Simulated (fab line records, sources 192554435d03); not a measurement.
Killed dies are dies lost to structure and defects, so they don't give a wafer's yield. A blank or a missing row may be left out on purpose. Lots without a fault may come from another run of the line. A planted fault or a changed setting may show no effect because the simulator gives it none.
Which tool did it? | flow n5_finfet | 12 lots, 36 wafers sampled, at 5 steps of a route of 1938

WHAT THE GAUGES READ, wafer by wafer
N5_BEOL_M3_THK_MEAS_53: measures by xrf.
lot  | measured     | on            | M3_THK (nm)
L075 | day 7 09:31  | film_metro-02 | 37.6 44.7 39.6
L077 | day 8 07:14  | film_metro-01 | 42.7 41.1 42.0
L080 | day 8 22:59  | film_metro-02 | 41.2 38.8 37.9
L081 | day 9 03:23  | film_metro-02 | 38.2 38.9 40.6
L083 | day 9 20:17  | film_metro-02 | 38.5 39.6 39.2
L085 | day 10 09:14 | film_metro-01 | 42.1 36.8 42.6
L087 | day 11 00:59 | film_metro-01 | 36.1 39.7 40.9
L090 | day 12 10:44 | film_metro-02 | 41.1 42.4 41.4
L091 | day 12 11:43 | film_metro-02 | 42.3 41.2 41.9
L093 | day 12 13:04 | film_metro-01 | 39.5 39.7 42.6
L095 | day 13 07:20 | film_metro-01 | 35.8 39.0 38.1
L096 | day 13 15:23 | film_metro-02 | 40.4 36.3 41.5

WHICH TOOL RAN EACH LOT (tool, then ch and the chambers of the sampled wafers, then the start)
lot  | N5_BEOL_M3_ETCHBACK_99             | N5_BEOL_M3_ANNEAL_80         | N5_BEOL_M3_SPUTTER_90        | N5_BEOL_M3_ANNEAL_91
L075 | rie_diel-06 ch 0,1,2, day 7 05:34  | pvd_sputter-03, day 7 07:16  | pvd_sputter-03, day 7 08:04  | pvd_sputter-03, day 7 08:08
L077 | rie_diel-02 ch 1,2,3, day 8 01:31  | pvd_sputter-02, day 8 04:51  | pvd_sputter-02, day 8 05:43  | pvd_sputter-02, day 8 05:48
L080 | rie_diel-04 ch 0,1, day 8 18:17    | pvd_sputter-02, day 8 20:10  | pvd_sputter-02, day 8 20:58  | pvd_sputter-02, day 8 21:03
L081 | rie_diel-02 ch 2,3, day 8 21:25    | pvd_sputter-02, day 9 00:49  | pvd_sputter-02, day 9 01:37  | pvd_sputter-02, day 9 01:41
L083 | rie_diel-02 ch 0,1,3, day 9 15:57  | pvd_sputter-02, day 9 18:02  | pvd_sputter-02, day 9 18:50  | pvd_sputter-02, day 9 18:55
L085 | rie_diel-02 ch 0,1,3, day 10 05:17 | pvd_sputter-03, day 10 06:59 | pvd_sputter-03, day 10 07:47 | pvd_sputter-03, day 10 07:52
L087 | rie_diel-06 ch 0,1, day 10 18:36   | pvd_sputter-01, day 10 22:40 | pvd_sputter-01, day 10 23:28 | pvd_sputter-01, day 10 23:32
L090 | rie_diel-02 ch 1,3, day 11 05:38   | pvd_sputter-01, day 11 07:50 | pvd_sputter-01, day 12 05:22 | pvd_sputter-01, day 12 05:27
L091 | rie_diel-02 ch 0,2,3, day 12 04:07 | pvd_sputter-03, day 12 05:38 | pvd_sputter-03, day 12 06:32 | pvd_sputter-03, day 12 06:38
L093 | rie_diel-04 ch 1,2, day 12 05:53   | pvd_sputter-03, day 12 07:55 | pvd_sputter-03, day 12 08:49 | pvd_sputter-03, day 12 08:54
L095 | rie_diel-04 ch 0,3, day 13 01:29   | pvd_sputter-02, day 13 03:20 | pvd_sputter-02, day 13 04:08 | pvd_sputter-02, day 13 04:13
L096 | rie_diel-06 ch 0,1,2, day 13 09:44 | pvd_sputter-02, day 13 13:08 | pvd_sputter-02, day 13 13:56 | pvd_sputter-02, day 13 14:01
- N5_BEOL_M3_ETCHBACK_99: etches SiO2 in CHF3, target depth 5 nm, time 10.4 s.
- N5_BEOL_M3_ANNEAL_80: time 240 s.
- N5_BEOL_M3_SPUTTER_90: material Cu, target thk 4.5 nm, time 8.29 s.
- N5_BEOL_M3_ANNEAL_91: time 240 s.

THE ANSWER, worked out from the rows above alone
Rule: what is usual is taken from the lots themselves. Put in order of their means at a reading, lots are off if they are a third of the lots or fewer, leave a main group of 4 or more, and stand apart from it by a gap of 3 or more times the standard deviation of the main group's means; of several such gaps the widest counts. A main group whose means are all the same, to the digits that the tables above print for the reading, isn't used. A lot without any number at a reading at which 4 lots or more have one is off too. The other lots that the step has rows for count as sound.
No lot is off at any reading shown: from this, nothing can be told.

WHAT THE SIMULATOR HAD PUT IN
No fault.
